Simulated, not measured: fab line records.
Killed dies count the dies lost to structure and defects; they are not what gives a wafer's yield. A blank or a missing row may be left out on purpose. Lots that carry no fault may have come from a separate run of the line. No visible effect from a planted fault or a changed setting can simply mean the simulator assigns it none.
8D (eight disciplines) problem report, filled in by code + flow n5_finfet + the parts of the form that need people (team, actions taken, sign-off) are left out

1. WHAT IS WRONG
Wafers without a fault read 1500.0 rpm, standard deviation 0.89; spin_speed_rpm at N5_BEOL_M14_COAT_58 reads a mean of 1438.7 rpm on 9 wafers belonging to 3 lots. That puts it -69 standard deviations away from the usual mean.
The step: time 60 s, resist thk 89 nm.
The first sign was on wafer L824.1 at day 14 20:22, on litho_track-03. The record has a number at this step for 35 wafers belonging to 12 lots. By rule, "out" or "out of limits" means more than 4 standard deviations away from the usual mean. The rest of the wafers with a number are treated as sound.

2. WHAT IT IS; WHAT IT IS NOT
| question                    | is                     | is not                                                                                 |
|-----------------------------|------------------------|----------------------------------------------------------------------------------------|
| which readings at this step | spin_speed_rpm         | -                                                                                      |
| which lots                  | L824, L826, L828       | L815, L816, L819, L820, L821, L830, L831, L832, L834                                   |
| which wafers of those lots  | all that have a number | -                                                                                      |
| read on which tools         | litho_track-03         | litho_track-02, litho_track-04                                                         |
| when                        | from day 14 20:22      | up to then (14 sound wafers); but 12 sound wafers of L830, L831, L832, L834 came after |

3. SUSPECTS, AND WHAT RULES EACH OUT
Counting: a tool at a process step up to the reading stays a suspect if it ran every lot that is out and no sound lot after the first of them.
- plasma_asher-02 at N5_BEOL_M13_STRIP_37 (strips in N2/H2): kept. It ran every lot that is out, first L824 (day 14 15:48), and no sound lot after that; its last sound lot up to then is L821 (day 14 03:04).
- pvd_sputter-01 at N5_BEOL_M13_DEGAS_41 (time 60 s): kept. It ran every lot that is out, first L824 (day 14 18:49), and no sound lot after that; its last sound lot up to then is L816 (day 12 02:19).
- pvd_sputter-01 at N5_BEOL_M13_SPUTTER_43 (material TaN, target thk 15 nm, time 24.19 s): kept. It ran every lot that is out, first L824 (day 14 18:54), and no sound lot after that; its last sound lot up to then is L816 (day 12 02:24).
- litho_track-03 at N5_BEOL_M14_COAT_58 (time 60 s, resist thk 89 nm): kept. It ran every lot that is out, first L824 (day 14 20:22), and no sound lot after that; its last sound lot up to then is L821 (day 14 06:52). Out on those wafers are its own readings of spin_speed_rpm.
Left after counting: plasma_asher-02 at N5_BEOL_M13_STRIP_37, pvd_sputter-01 at N5_BEOL_M13_DEGAS_41, pvd_sputter-01 at N5_BEOL_M13_SPUTTER_43, litho_track-03 at N5_BEOL_M14_COAT_58.

4. THE CAUSE (what the simulator had put in)
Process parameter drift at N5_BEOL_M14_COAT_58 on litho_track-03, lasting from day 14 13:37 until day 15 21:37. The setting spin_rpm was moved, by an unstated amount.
Of the 4 suspects that counting leaves, this tool is one.

5. THE CHAIN OF EFFECTS, in route order
Each row: a reading where the mean over the struck wafers with a number is more than 3 standard deviations away from the usual. Readings are gone through only where the record gives a usual standard deviation; hours: the median, over the lots, of the time from a lot's start at the first step in this table giving one to that lot's start at this step; sigmas: the change measured in usual standard deviations.
| hours | step                | reading        | usual      | on struck wafers | change | sigmas |
|-------|---------------------|----------------|------------|------------------|--------|--------|
| 0     | N5_BEOL_M14_COAT_58 | spin_speed_rpm | 1500.0 rpm | 1438.7           | -61.3  | -69    |
Process steps it contains:
- N5_BEOL_M14_COAT_58: time 60 s, resist thk 89 nm.

6. WHAT WOULD HAVE CAUGHT IT SOONER
First out-of-limits reading in this record: day 14 20:22, which is 7 hours after fault onset at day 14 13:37.
